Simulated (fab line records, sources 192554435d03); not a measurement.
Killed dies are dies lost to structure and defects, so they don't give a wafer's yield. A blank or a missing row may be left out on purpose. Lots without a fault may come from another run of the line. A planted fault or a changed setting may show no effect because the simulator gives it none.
Problem report in the 8D (eight disciplines) form, filled by code | flow n5_finfet | the parts of the form that need people (team, actions taken, sign-off) are left out

1. THE PROBLEM
M4_OVL at N5_BEOL_M4_OVL_MEAS_12 reads a mean of 4.4 nm on 6 wafers of 2 lots; wafers without a fault read 0.3 nm with a standard deviation of 0.71. That is +5.8 standard deviations from the usual mean.
First seen on wafer L352.2, day 14 11:42, on overlay-01. The record holds 27 wafers of 10 lots with a number at this step. Rule for "out", or "out of limits": more than 4 standard deviations from the usual mean. The other wafers with a number count as sound.

2. WHAT IT IS AND WHAT IT IS NOT
question                    | is                     | is not
which readings at this step | M4_OVL                 | -
which lots                  | L351, L352             | L330, L332, L339, L340, L341, L343, L344, L345
which wafers of those lots  | all that have a number | -
read on which gauges        | overlay-01, overlay-02 | -
when                        | from day 14 11:42      | up to then (21 sound wafers)

3. SUSPECTS, AND WHAT RULES EACH OUT
Counting: a tool at a process step up to the reading stays a suspect if it ran every lot that is out and no sound lot after the first of them.
- the gauge at N5_BEOL_M4_OVL_MEAS_12: ruled out. The wafers that are out were read on 2 gauges (overlay-01, overlay-02).
- cmp-03 at N5_BEOL_M3_CMP_52 (polishes, stops on SiOC, t overpolish 6.8 s, target thk 40 nm): kept. It ran every lot that is out, first L352 (day 14 09:45), and no sound lot after that.
- euv_scanner-02 at N5_BEOL_M4_EXPOSE_08 (exposes mask M4): kept. It ran every lot that is out, first L352 (day 14 11:32), and no sound lot after that; its last sound lot up to then is L345 (day 12 23:56).
Left after counting: cmp-03 at N5_BEOL_M3_CMP_52, euv_scanner-02 at N5_BEOL_M4_EXPOSE_08.

4. THE CAUSE (what the simulator had put in)
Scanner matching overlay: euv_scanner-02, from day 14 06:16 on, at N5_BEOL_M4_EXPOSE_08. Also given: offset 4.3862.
Counting left 2 suspects, and this tool is among them.

5. THE CHAIN OF EFFECTS, in route order
Each row: a reading whose mean over the struck wafers that have a number lies more than 3 standard deviations from the usual. Only readings for which the record gives a usual standard deviation are gone through. hours: the time from each lot's start at the first step in this table that gives one to its start at this step, as a median over the lots. sigmas: the change in usual standard deviations.
hours | step                   | reading | usual  | on struck wafers | change | sigmas
0     | N5_BEOL_M4_OVL_MEAS_12 | M4_OVL  | 0.3 nm | 4.4              | +4.1   | +5.8
Later measuring or inspecting steps at which every struck wafer that the step has a row for has a number for every such reading, and none has moved that far: N5_BEOL_M4_RC_MEAS_101.

6. WHAT WOULD HAVE CAUGHT IT SOONER
In this record the first reading out of limits at a measuring or inspecting step was taken at day 14 11:42, 5 hours after the fault began at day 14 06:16.
Of the lots that are out (2), L351 began N5_BEOL_M4_EXPOSE_08 on euv_scanner-02 after day 14 11:42. A hold on the tool at that time would have spared it.
